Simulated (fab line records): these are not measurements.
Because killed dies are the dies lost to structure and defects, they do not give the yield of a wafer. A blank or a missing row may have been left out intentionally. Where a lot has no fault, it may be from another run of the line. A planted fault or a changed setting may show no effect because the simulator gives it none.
What tool caused it? / flow nand-harc / 24 lots with 72 wafers sampled at 6 steps, on a route of 1159 steps

## WHAT EACH GAUGE READ, for each wafer
NHARC_P_M0_OVL_MEAS_10: pitch 180 nm. Usual: overlay-x-nm -0.1 nm, standard deviation 0.79; overlay-y-nm 0.0 nm, standard deviation 0.7.
lot=L074; measured=day 5 23:01; on=overlay-02; overlay-x-nm (nm)=-1.3 -0.9 -0.9; overlay-y-nm (nm)=0.2 0.1 0.2; flag=
lot=L076; measured=day 6 11:20; on=overlay-02; overlay-x-nm (nm)=1.1 0.8 0.9; overlay-y-nm (nm)=-0.3 -0.7 0.0; flag=
lot=L075; measured=day 6 11:35; on=overlay-01; overlay-x-nm (nm)=-0.8 -1.3 -0.4; overlay-y-nm (nm)=-0.2 -0.5 0.1; flag=
lot=L078; measured=day 6 19:32; on=overlay-01; overlay-x-nm (nm)=0.8 1.3 1.2; overlay-y-nm (nm)=-0.3 0.0 0.1; flag=
lot=L077; measured=day 7 00:21; on=overlay-02; overlay-x-nm (nm)=0.4 0.6 -0.6; overlay-y-nm (nm)=-0.9 -1.4 -1.1; flag=
lot=L080; measured=day 7 01:18; on=overlay-01; overlay-x-nm (nm)=-1.1 -1.4 -1.3; overlay-y-nm (nm)=-0.1 0.3 0.8; flag=
lot=L079; measured=day 7 02:10; on=overlay-01; overlay-x-nm (nm)=-0.5 -0.8 -0.3; overlay-y-nm (nm)=-0.1 -0.1 -0.4; flag=
lot=L081; measured=day 7 12:28; on=overlay-01; overlay-x-nm (nm)=-0.8 -0.6 -0.4; overlay-y-nm (nm)=0.5 0.5 0.5; flag=
lot=L083; measured=day 7 22:41; on=overlay-02; overlay-x-nm (nm)=-1.1 -2.0 -1.2; overlay-y-nm (nm)=0.5 0.7 0.5; flag=
lot=L082; measured=day 8 03:41; on=overlay-01; overlay-x-nm (nm)=0.8 0.3 0.5; overlay-y-nm (nm)=-0.2 0.4 0.3; flag=
lot=L084; measured=day 8 12:38; on=overlay-02; overlay-x-nm (nm)=0.6 0.7 0.7; overlay-y-nm (nm)=-0.6 -1.0 -0.7; flag=
lot=L087; measured=day 9 00:29; on=overlay-02; overlay-x-nm (nm)=-0.1 -0.4 -0.8; overlay-y-nm (nm)=0.3 0.3 0.6; flag=
lot=L085; measured=day 9 01:02; on=overlay-02; overlay-x-nm (nm)=-0.9 -0.4 0.0; overlay-y-nm (nm)=-2.0 -1.5 -1.6; flag=
lot=L086; measured=day 9 01:50; on=overlay-02; overlay-x-nm (nm)=0.1 0.4 0.2; overlay-y-nm (nm)=0.3 0.8 0.4; flag=
lot=L089; measured=day 9 17:36; on=overlay-02; overlay-x-nm (nm)=0.2 -0.1 -0.1; overlay-y-nm (nm)=0.5 0.5 1.0; flag=
lot=L088; measured=day 9 18:07; on=overlay-01; overlay-x-nm (nm)=-1.0 -0.6 -0.9; overlay-y-nm (nm)=0.9 0.5 0.5; flag=
lot=L091; measured=day 10 00:05; on=overlay-01; overlay-x-nm (nm)=-0.1 0.0 0.3; overlay-y-nm (nm)=0.2 0.1 -0.6; flag=
lot=L090; measured=day 10 01:01; on=overlay-01; overlay-x-nm (nm)=-1.3 -1.6 -1.2; overlay-y-nm (nm)=0.4 0.5 1.2; flag=
lot=L093; measured=day 10 07:08; on=overlay-02; overlay-x-nm (nm)=-0.8 -0.9 -0.3; overlay-y-nm (nm)=1.5 1.2 1.0; flag=
lot=L092; measured=day 10 07:47; on=overlay-01; overlay-x-nm (nm)=0.6 0.6 0.3; overlay-y-nm (nm)=0.7 0.2 0.5; flag=
lot=L094; measured=day 10 18:59; on=overlay-01; overlay-x-nm (nm)=0.9 0.1 0.4; overlay-y-nm (nm)=0.7 1.2 1.3; flag=
lot=L095; measured=day 11 00:54; on=overlay-01; overlay-x-nm (nm)=-0.1 0.7 0.4; overlay-y-nm (nm)=-0.4 -0.9 -0.5; flag=
lot=L096; measured=day 11 01:31; on=overlay-02; overlay-x-nm (nm)=0.2 0.8 -0.2; overlay-y-nm (nm)=-1.1 -1.3 -0.6; flag=
lot=L097; measured=day 11 18:16; on=overlay-02; overlay-x-nm (nm)=0.9 0.6 1.2; overlay-y-nm (nm)=-0.6 -0.2 -0.1; flag=

NHARC_P_M1_CD_MEAS_09 targets a cd of 130 nm. Usual: 130.0 nm for cd-nm, sd 0.52.
lot=L074; measured=day 6 02:58; on=cd-sem-03; cd-nm (nm)=130.1 129.9 129.9; flag=
lot=L076; measured=day 6 15:22; on=cd-sem-02; cd-nm (nm)=129.2 129.7 129.6; flag=
lot=L075; measured=day 6 15:44; on=cd-sem-02; cd-nm (nm)=129.5 129.4 130.1; flag=
lot=L078; measured=day 6 23:47; on=cd-sem-03; cd-nm (nm)=130.1 130.6 130.2; flag=
lot=L077; measured=day 7 04:23; on=cd-sem-03; cd-nm (nm)=130.6 130.3 129.8; flag=
lot=L080; measured=day 7 05:23; on=cd-sem-03; cd-nm (nm)=129.9 129.6 129.1; flag=
lot=L079; measured=day 7 06:08; on=cd-sem-03; cd-nm (nm)=129.7 129.7 129.7; flag=
lot=L081; measured=day 7 16:27; on=cd-sem-02; cd-nm (nm)=131.1 129.6 130.6; flag=
lot=L083; measured=day 8 02:40; on=cd-sem-02; cd-nm (nm)=130.8 130.3 130.4; flag=
lot=L082; measured=day 8 07:48; on=cd-sem-01; cd-nm (nm)=130.9 130.3 130.4; flag=
lot=L084; measured=day 8 16:43; on=cd-sem-01; cd-nm (nm)=130.1 130.0 130.1; flag=
lot=L087; measured=day 9 06:14; on=cd-sem-03; cd-nm (nm)=129.1 129.9 129.3; flag=
lot=L085; measured=day 9 06:23; on=cd-sem-01; cd-nm (nm)=130.4 130.5 129.9; flag=
lot=L086; measured=day 9 06:47; on=cd-sem-02; cd-nm (nm)=128.9 129.2 129.4; flag=
lot=L089; measured=day 9 21:54; on=cd-sem-01; cd-nm (nm)=129.4 130.0 129.9; flag=
lot=L088; measured=day 9 22:30; on=cd-sem-01; cd-nm (nm)=130.6 129.9 130.5; flag=
lot=L091; measured=day 10 04:03; on=cd-sem-01; cd-nm (nm)=129.6 130.4 129.9; flag=
lot=L090; measured=day 10 04:53; on=cd-sem-03; cd-nm (nm)=129.3 130.3 130.2; flag=
lot=L093; measured=day 10 11:07; on=cd-sem-01; cd-nm (nm)=129.5 129.5 129.8; flag=
lot=L092; measured=day 10 11:39; on=cd-sem-03; cd-nm (nm)=130.4 131.2 130.5; flag=
lot=L094; measured=day 10 23:08; on=cd-sem-02; cd-nm (nm)=129.1 129.3 129.8; flag=
lot=L095; measured=day 11 04:50; on=cd-sem-01; cd-nm (nm)=130.1 130.2 130.3; flag=
lot=L096; measured=day 11 05:50; on=cd-sem-03; cd-nm (nm)=129.6 130.2 129.3; flag=
lot=L097; measured=day 11 22:19; on=cd-sem-03; cd-nm (nm)=129.4 129.9 129.9; flag=

NHARC_P_M1_CD_MEAS_16. Usual: 129.9 nm for cd-nm, sd 0.62.
lot=L074; measured=day 6 03:28; on=cd-sem-03; cd-nm (nm)=129.8 130.2 129.9; flag=
lot=L076; measured=day 6 15:52; on=cd-sem-01; cd-nm (nm)=129.0 129.5 128.8; flag=
lot=L075; measured=day 6 16:14; on=cd-sem-03; cd-nm (nm)=129.3 129.1 129.2; flag=
lot=L078; measured=day 7 00:20; on=cd-sem-03; cd-nm (nm)=129.8 129.5 129.5; flag=
lot=L077; measured=day 7 04:53; on=cd-sem-02; cd-nm (nm)=130.1 130.6 130.1; flag=
lot=L080; measured=day 7 05:53; on=cd-sem-03; cd-nm (nm)=129.9 130.3 130.0; flag=
lot=L079; measured=day 7 06:37; on=cd-sem-01; cd-nm (nm)=129.7 130.0 129.1; flag=
lot=L081; measured=day 7 16:58; on=cd-sem-03; cd-nm (nm)=132.1 129.9 131.1; flag=
lot=L083; measured=day 8 03:12; on=cd-sem-01; cd-nm (nm)=130.3 131.3 130.2; flag=
lot=L082; measured=day 8 08:18; on=cd-sem-02; cd-nm (nm)=130.1 130.7 130.2; flag=
lot=L084; measured=day 8 17:14; on=cd-sem-01; cd-nm (nm)=129.6 129.7 130.4; flag=
lot=L087; measured=day 9 06:43; on=cd-sem-03; cd-nm (nm)=129.3 129.4 128.6; flag=
lot=L085; measured=day 9 06:52; on=cd-sem-03; cd-nm (nm)=130.1 130.8 129.7; flag=
lot=L086; measured=day 9 07:18; on=cd-sem-01; cd-nm (nm)=129.2 129.3 129.7; flag=
lot=L089; measured=day 9 22:26; on=cd-sem-02; cd-nm (nm)=129.7 130.1 130.6; flag=
lot=L088; measured=day 9 22:59; on=cd-sem-02; cd-nm (nm)=130.9 129.9 130.1; flag=
lot=L091; measured=day 10 04:32; on=cd-sem-02; cd-nm (nm)=130.7 130.6 129.3; flag=
lot=L090; measured=day 10 05:22; on=cd-sem-03; cd-nm (nm)=128.6 130.3 129.2; flag=
lot=L093; measured=day 10 11:36; on=cd-sem-01; cd-nm (nm)=129.7 129.7 129.9; flag=
lot=L092; measured=day 10 12:12; on=cd-sem-03; cd-nm (nm)=130.8 130.8 130.3; flag=
lot=L094; measured=day 10 23:38; on=cd-sem-01; cd-nm (nm)=129.3 130.2 129.9; flag=
lot=L095; measured=day 11 05:20; on=cd-sem-02; cd-nm (nm)=129.6 129.8 129.7; flag=
lot=L096; measured=day 11 06:20; on=cd-sem-01; cd-nm (nm)=130.0 129.6 128.8; flag=
lot=L097; measured=day 11 22:49; on=cd-sem-03; cd-nm (nm)=129.6 130.3 130.4; flag=

NHARC_P_M2_OVL_MEAS_10: pitch 340 nm. Usual: overlay-x-nm 0.1 nm, standard deviation 0.96; overlay-y-nm 0.1 nm, standard deviation 0.78.
lot=L074; measured=day 6 07:36; on=overlay-01; overlay-x-nm (nm)=0.9 1.5 1.4; overlay-y-nm (nm)=0.1 0.6 0.4; flag=
lot=L076; measured=day 6 19:43; on=overlay-02; overlay-x-nm (nm)=-0.2 -0.2 0.1; overlay-y-nm (nm)=0.3 0.2 0.5; flag=
lot=L075; measured=day 6 20:05; on=overlay-02; overlay-x-nm (nm)=0.4 0.0 -0.4; overlay-y-nm (nm)=0.2 -0.1 -0.3; flag=
lot=L078; measured=day 7 04:05; on=overlay-02; overlay-x-nm (nm)=-1.2 -0.9 -1.1; overlay-y-nm (nm)=-0.5 -0.2 -0.9; flag=
lot=L077; measured=day 7 08:43; on=overlay-02; overlay-x-nm (nm)=0.5 1.0 1.1; overlay-y-nm (nm)=-1.7 -1.4 -1.4; flag=
lot=L080; measured=day 7 09:36; on=overlay-02; overlay-x-nm (nm)=-0.1 0.6 0.4; overlay-y-nm (nm)=0.4 0.7 0.6; flag=
lot=L079; measured=day 7 10:25; on=overlay-02; overlay-x-nm (nm)=1.6 1.7 2.0; overlay-y-nm (nm)=-0.8 -0.7 -0.7; flag=
lot=L081; measured=day 7 20:43; on=overlay-01; overlay-x-nm (nm)=0.9 0.5 0.6; overlay-y-nm (nm)=0.5 0.5 0.2; flag=
lot=L083; measured=day 8 06:58; on=overlay-02; overlay-x-nm (nm)=0.6 0.5 0.7; overlay-y-nm (nm)=1.1 1.0 1.3; flag=
lot=L082; measured=day 8 11:56; on=overlay-01; overlay-x-nm (nm)=0.5 1.3 1.2; overlay-y-nm (nm)=0.0 0.4 0.1; flag=
lot=L084; measured=day 8 21:17; on=overlay-01; overlay-x-nm (nm)=-1.9 -1.9 -1.6; overlay-y-nm (nm)=1.5 0.8 0.8; flag=
lot=L087; measured=day 9 10:36; on=overlay-02; overlay-x-nm (nm)=0.0 0.2 0.2; overlay-y-nm (nm)=-0.3 0.1 -0.1; flag=
lot=L085; measured=day 9 11:01; on=overlay-02; overlay-x-nm (nm)=-0.3 -0.2 -0.6; overlay-y-nm (nm)=-0.2 0.3 0.2; flag=
lot=L086; measured=day 9 11:42; on=overlay-01; overlay-x-nm (nm)=0.8 1.3 0.8; overlay-y-nm (nm)=0.6 0.5 1.1; flag=
lot=L089; measured=day 10 02:11; on=overlay-02; overlay-x-nm (nm)=-0.4 -0.7 -1.2; overlay-y-nm (nm)=0.9 0.8 1.1; flag=
lot=L088; measured=day 10 02:55; on=overlay-02; overlay-x-nm (nm)=0.3 -0.2 -0.3; overlay-y-nm (nm)=0.4 -0.2 0.0; flag=
lot=L091; measured=day 10 08:26; on=overlay-02; overlay-x-nm (nm)=0.6 0.1 0.2; overlay-y-nm (nm)=-0.6 -1.0 -0.5; flag=
lot=L090; measured=day 10 09:14; on=overlay-01; overlay-x-nm (nm)=1.2 1.2 1.0; overlay-y-nm (nm)=0.5 0.7 1.2; flag=
lot=L093; measured=day 10 15:26; on=overlay-02; overlay-x-nm (nm)=-2.2 -1.9 -1.4; overlay-y-nm (nm)=0.9 0.3 0.7; flag=
lot=L092; measured=day 10 16:01; on=overlay-02; overlay-x-nm (nm)=-0.4 -0.3 -0.1; overlay-y-nm (nm)=-0.3 0.0 0.4; flag=
lot=L094; measured=day 11 03:17; on=overlay-02; overlay-x-nm (nm)=1.6 1.2 1.3; overlay-y-nm (nm)=1.1 1.5 1.6; flag=
lot=L095; measured=day 11 09:07; on=overlay-02; overlay-x-nm (nm)=-0.6 -0.8 -1.0; overlay-y-nm (nm)=-0.4 -0.4 -0.2; flag=
lot=L096; measured=day 11 10:07; on=overlay-02; overlay-x-nm (nm)=-1.6 -2.0 -1.7; overlay-y-nm (nm)=-1.7 -1.3 -1.8; flag=
lot=L097; measured=day 12 02:35; on=overlay-02; overlay-x-nm (nm)=0.5 0.3 0.1; overlay-y-nm (nm)=0.6 0.6 0.6; flag=

## WHICH TOOL RAN EACH LOT (tool, then ch and the chambers of the sampled wafers, then the start)
lot=L074; NHARC_P_CONTACT_ETCH_18=rie-diel-03 ch 1,2, day 5 21:44 or earlier; NHARC_P_CONTACT_CMP_24=cmp-03 ch 0,2, day 5 21:44
lot=L076; NHARC_P_CONTACT_ETCH_18=rie-diel-10 ch 0,1,2, day 6 10:00 or earlier; NHARC_P_CONTACT_CMP_24=cmp-04 ch 0,2,3, day 6 10:00
lot=L075; NHARC_P_CONTACT_ETCH_18=rie-diel-03 ch 1,2,3, day 6 10:08 or earlier; NHARC_P_CONTACT_CMP_24=cmp-04 ch 0,1, day 6 10:08
lot=L078; NHARC_P_CONTACT_ETCH_18=rie-diel-04 ch 1,2, day 6 18:04 or earlier; NHARC_P_CONTACT_CMP_24=cmp-03 ch 0,3, day 6 18:04
lot=L077; NHARC_P_CONTACT_ETCH_18=rie-diel-04 ch 0,1,3, day 6 23:01 or earlier; NHARC_P_CONTACT_CMP_24=cmp-03 ch 0,2,3, day 6 23:01
lot=L080; NHARC_P_CONTACT_ETCH_18=rie-diel-04 ch 0,1,3, day 6 23:58 or earlier; NHARC_P_CONTACT_CMP_24=cmp-03 ch 0,2,3, day 6 23:58
lot=L079; NHARC_P_CONTACT_ETCH_18=rie-diel-03 ch 0,2, day 7 00:47 or earlier; NHARC_P_CONTACT_CMP_24=cmp-04 ch 0,3, day 7 00:47
lot=L081; NHARC_P_CONTACT_ETCH_18=rie-diel-04 ch 2,3, day 7 11:02 or earlier; NHARC_P_CONTACT_CMP_24=cmp-02 ch 0,2,3, day 7 11:02
lot=L083; NHARC_P_CONTACT_ETCH_18=rie-diel-04 ch 0,1,3, day 7 21:17 or earlier; NHARC_P_CONTACT_CMP_24=cmp-03 ch 1,2,3, day 7 21:17
lot=L082; NHARC_P_CONTACT_ETCH_18=rie-diel-04 ch 0,2, day 8 02:18 or earlier; NHARC_P_CONTACT_CMP_24=cmp-04 ch 1,2, day 8 02:18
lot=L084; NHARC_P_CONTACT_ETCH_18=rie-diel-04 ch 0,3, day 8 10:44 or earlier; NHARC_P_CONTACT_CMP_24=cmp-03 ch 0,3, day 8 10:44
lot=L087; NHARC_P_CONTACT_ETCH_18=rie-diel-03 ch 0,1,2, day 8 23:09 or earlier; NHARC_P_CONTACT_CMP_24=cmp-03 ch 0,1,2, day 8 23:09
lot=L085; NHARC_P_CONTACT_ETCH_18=rie-diel-03 ch 1,2, day 8 23:43 or earlier; NHARC_P_CONTACT_CMP_24=cmp-03 ch 0,1,3, day 8 23:43
lot=L086; NHARC_P_CONTACT_ETCH_18=rie-diel-03 ch 2,3, day 9 00:30 or earlier; NHARC_P_CONTACT_CMP_24=cmp-04 ch 1,2,3, day 9 00:30
lot=L089; NHARC_P_CONTACT_ETCH_18=rie-diel-04 ch 0,2,3, day 9 16:11 or earlier; NHARC_P_CONTACT_CMP_24=cmp-04 ch 2,3, day 9 16:11
lot=L088; NHARC_P_CONTACT_ETCH_18=rie-diel-03 ch 0,1,2, day 9 16:44 or earlier; NHARC_P_CONTACT_CMP_24=cmp-02 ch 0,3, day 9 16:44
lot=L091; NHARC_P_CONTACT_ETCH_18=rie-diel-04 ch 0,1,2, day 9 22:45 or earlier; NHARC_P_CONTACT_CMP_24=cmp-03 ch 0,1,2, day 9 22:45
lot=L090; NHARC_P_CONTACT_ETCH_18=rie-diel-04 ch 0,1,3, day 9 23:38 or earlier; NHARC_P_CONTACT_CMP_24=cmp-04 ch 1,2, day 9 23:38
lot=L093; NHARC_P_CONTACT_ETCH_18=rie-diel-04 ch 0,2,3, day 10 05:51 or earlier; NHARC_P_CONTACT_CMP_24=cmp-04 ch 0,2, day 10 05:51
lot=L092; NHARC_P_CONTACT_ETCH_18=rie-diel-04 ch 0,2,3, day 10 06:23 or earlier; NHARC_P_CONTACT_CMP_24=cmp-02 ch 2,3, day 10 06:23
lot=L094; NHARC_P_CONTACT_ETCH_18=rie-diel-03 ch 1,2,3, day 10 17:39 or earlier; NHARC_P_CONTACT_CMP_24=cmp-02 ch 0,1,3, day 10 17:39
lot=L095; NHARC_P_CONTACT_ETCH_18=rie-diel-03 ch 0,3, day 10 23:38 or earlier; NHARC_P_CONTACT_CMP_24=cmp-03 ch 0,3, day 10 23:38
lot=L096; NHARC_P_CONTACT_ETCH_18=rie-diel-04 ch 0,1,2, day 11 00:07 or earlier; NHARC_P_CONTACT_CMP_24=cmp-02 ch 0,2,3, day 11 00:07
lot=L097; NHARC_P_CONTACT_ETCH_18=rie-diel-03 ch 0,2,3, day 11 16:52 or earlier; NHARC_P_CONTACT_CMP_24=cmp-02 ch 2,3, day 11 16:52
- NHARC_P_CONTACT_ETCH_18: etches the open film in C4F8/O2/Ar, target depth 481 nm, time 240.5 s.
- NHARC_P_CONTACT_CMP_24: polishes, t overpolish 30 s, target thk 200 nm.

## AS READ BY THE TOOLS THEMSELVES (means over the sampled wafers that have a number; for cases with no such wafer, the mark the record gives instead)
NHARC_P_CONTACT_ETCH_18. Usual: oes-product-au 0.964 a.u., standard deviation 0.013; rf-vpp-V 980 V, standard deviation 4.7.
lot=L074; tool=rie-diel-03; oes-product-au (a.u.)=0.952; rf-vpp-V (V)=975; flag=
lot=L076; tool=rie-diel-10; oes-product-au (a.u.)=0.966; rf-vpp-V (V)=974; flag=
lot=L075; tool=rie-diel-03; oes-product-au (a.u.)=0.970; rf-vpp-V (V)=975; flag=
lot=L078; tool=rie-diel-04; oes-product-au (a.u.)=0.976; rf-vpp-V (V)=982; flag=
lot=L077; tool=rie-diel-04; oes-product-au (a.u.)=0.964; rf-vpp-V (V)=984; flag=
lot=L080; tool=rie-diel-04; oes-product-au (a.u.)=0.973; rf-vpp-V (V)=984; flag=
lot=L079; tool=rie-diel-03; oes-product-au (a.u.)=0.969; rf-vpp-V (V)=980; flag=
lot=L081; tool=rie-diel-04; oes-product-au (a.u.)=0.978; rf-vpp-V (V)=979; flag=
lot=L083; tool=rie-diel-04; oes-product-au (a.u.)=0.976; rf-vpp-V (V)=984; flag=
lot=L082; tool=rie-diel-04; oes-product-au (a.u.)=0.967; rf-vpp-V (V)=982; flag=
lot=L084; tool=rie-diel-04; oes-product-au (a.u.)=0.966; rf-vpp-V (V)=984; flag=
lot=L087; tool=rie-diel-03; oes-product-au (a.u.)=0.979; rf-vpp-V (V)=979; flag=
lot=L085; tool=rie-diel-03; oes-product-au (a.u.)=0.955; rf-vpp-V (V)=976; flag=
lot=L086; tool=rie-diel-03; oes-product-au (a.u.)=0.969; rf-vpp-V (V)=976; flag=
lot=L089; tool=rie-diel-04; oes-product-au (a.u.)=0.961; rf-vpp-V (V)=981; flag=
lot=L088; tool=rie-diel-03; oes-product-au (a.u.)=0.951; rf-vpp-V (V)=978; flag=
lot=L091; tool=rie-diel-04; oes-product-au (a.u.)=0.978; rf-vpp-V (V)=984; flag=
lot=L090; tool=rie-diel-04; oes-product-au (a.u.)=0.969; rf-vpp-V (V)=985; flag=
lot=L093; tool=rie-diel-04; oes-product-au (a.u.)=0.927; rf-vpp-V (V)=981; flag=
lot=L092; tool=rie-diel-04; oes-product-au (a.u.)=0.955; rf-vpp-V (V)=981; flag=
lot=L094; tool=rie-diel-03; oes-product-au (a.u.)=0.966; rf-vpp-V (V)=976; flag=
lot=L095; tool=rie-diel-03; oes-product-au (a.u.)=0.965; rf-vpp-V (V)=981; flag=
lot=L096; tool=rie-diel-04; oes-product-au (a.u.)=0.969; rf-vpp-V (V)=983; flag=
lot=L097; tool=rie-diel-03; oes-product-au (a.u.)=0.965; rf-vpp-V (V)=978; flag=

NHARC_P_CONTACT_CMP_24. Usual: motor-current-A 12.9 A, standard deviation 1.5; overpolish-run-s 30.000 s, standard deviation 0.0089; time-to-endpoint-s 39.5 s, standard deviation 2.3.
lot=L074; tool=cmp-03; motor-current-A (A)=11.9; overpolish-run-s (s)=29.992; time-to-endpoint-s (s)=38.9; flag=
lot=L076; tool=cmp-04; motor-current-A (A)=12.5; overpolish-run-s (s)=30.001; time-to-endpoint-s (s)=38.2; flag=
lot=L075; tool=cmp-04; motor-current-A (A)=14.8; overpolish-run-s (s)=30.007; time-to-endpoint-s (s)=39.5; flag=
lot=L078; tool=cmp-03; motor-current-A (A)=14.5; overpolish-run-s (s)=30.005; time-to-endpoint-s (s)=42.0; flag=
lot=L077; tool=cmp-03; motor-current-A (A)=12.9; overpolish-run-s (s)=29.994; time-to-endpoint-s (s)=39.8; flag=
lot=L080; tool=cmp-03; motor-current-A (A)=13.3; overpolish-run-s (s)=29.999; time-to-endpoint-s (s)=38.7; flag=
lot=L079; tool=cmp-04; motor-current-A (A)=14.1; overpolish-run-s (s)=29.997; time-to-endpoint-s (s)=38.9; flag=
lot=L081; tool=cmp-02; motor-current-A (A)=12.1; overpolish-run-s (s)=30.005; time-to-endpoint-s (s)=36.8; flag=
lot=L083; tool=cmp-03; motor-current-A (A)=12.6; overpolish-run-s (s)=30.003; time-to-endpoint-s (s)=41.1; flag=
lot=L082; tool=cmp-04; motor-current-A (A)=13.4; overpolish-run-s (s)=29.996; time-to-endpoint-s (s)=40.1; flag=
lot=L084; tool=cmp-03; motor-current-A (A)=14.5; overpolish-run-s (s)=30.004; time-to-endpoint-s (s)=40.1; flag=
lot=L087; tool=cmp-03; motor-current-A (A)=12.8; overpolish-run-s (s)=29.999; time-to-endpoint-s (s)=38.2; flag=
lot=L085; tool=cmp-03; motor-current-A (A)=13.5; overpolish-run-s (s)=29.995; time-to-endpoint-s (s)=40.1; flag=
lot=L086; tool=cmp-04; motor-current-A (A)=12.7; overpolish-run-s (s)=30.005; time-to-endpoint-s (s)=38.5; flag=
lot=L089; tool=cmp-04; motor-current-A (A)=11.7; overpolish-run-s (s)=29.993; time-to-endpoint-s (s)=42.9; flag=
lot=L088; tool=cmp-02; motor-current-A (A)=12.5; overpolish-run-s (s)=30.000; time-to-endpoint-s (s)=37.9; flag=
lot=L091; tool=cmp-03; motor-current-A (A)=12.7; overpolish-run-s (s)=30.005; time-to-endpoint-s (s)=39.8; flag=
lot=L090; tool=cmp-04; motor-current-A (A)=13.5; overpolish-run-s (s)=29.999; time-to-endpoint-s (s)=41.4; flag=
lot=L093; tool=cmp-04; motor-current-A (A)=12.6; overpolish-run-s (s)=30.001; time-to-endpoint-s (s)=38.1; flag=
lot=L092; tool=cmp-02; motor-current-A (A)=12.6; overpolish-run-s (s)=30.004; time-to-endpoint-s (s)=45.2; flag=
lot=L094; tool=cmp-02; motor-current-A (A)=12.3; overpolish-run-s (s)=30.003; time-to-endpoint-s (s)=38.5; flag=
lot=L095; tool=cmp-03; motor-current-A (A)=14.3; overpolish-run-s (s)=30.006; time-to-endpoint-s (s)=39.7; flag=
lot=L096; tool=cmp-02; motor-current-A (A)=12.4; overpolish-run-s (s)=29.997; time-to-endpoint-s (s)=37.8; flag=
lot=L097; tool=cmp-02; motor-current-A (A)=11.4; overpolish-run-s (s)=29.995; time-to-endpoint-s (s)=37.4; flag=

## THE ANSWER, worked out from the rows above alone
Rule: a lot counts as off when the mean over its wafers that have a number is more than 3 standard deviations away from the usual mean. Also off: a lot with no number at a reading for which 4 or more lots have one. Any other lot the step has rows for is counted as sound. The gauges are gone through in route order, then the tools' own readings, and for those a lot's mean is taken as printed above. At the first step where some lot is off, the reading lying furthest off is the one used; lots without a number count as furthest.
No lot is off on any of the readings shown, so nothing can be concluded from this.

## WHAT THE SIMULATOR HAD INSERTED
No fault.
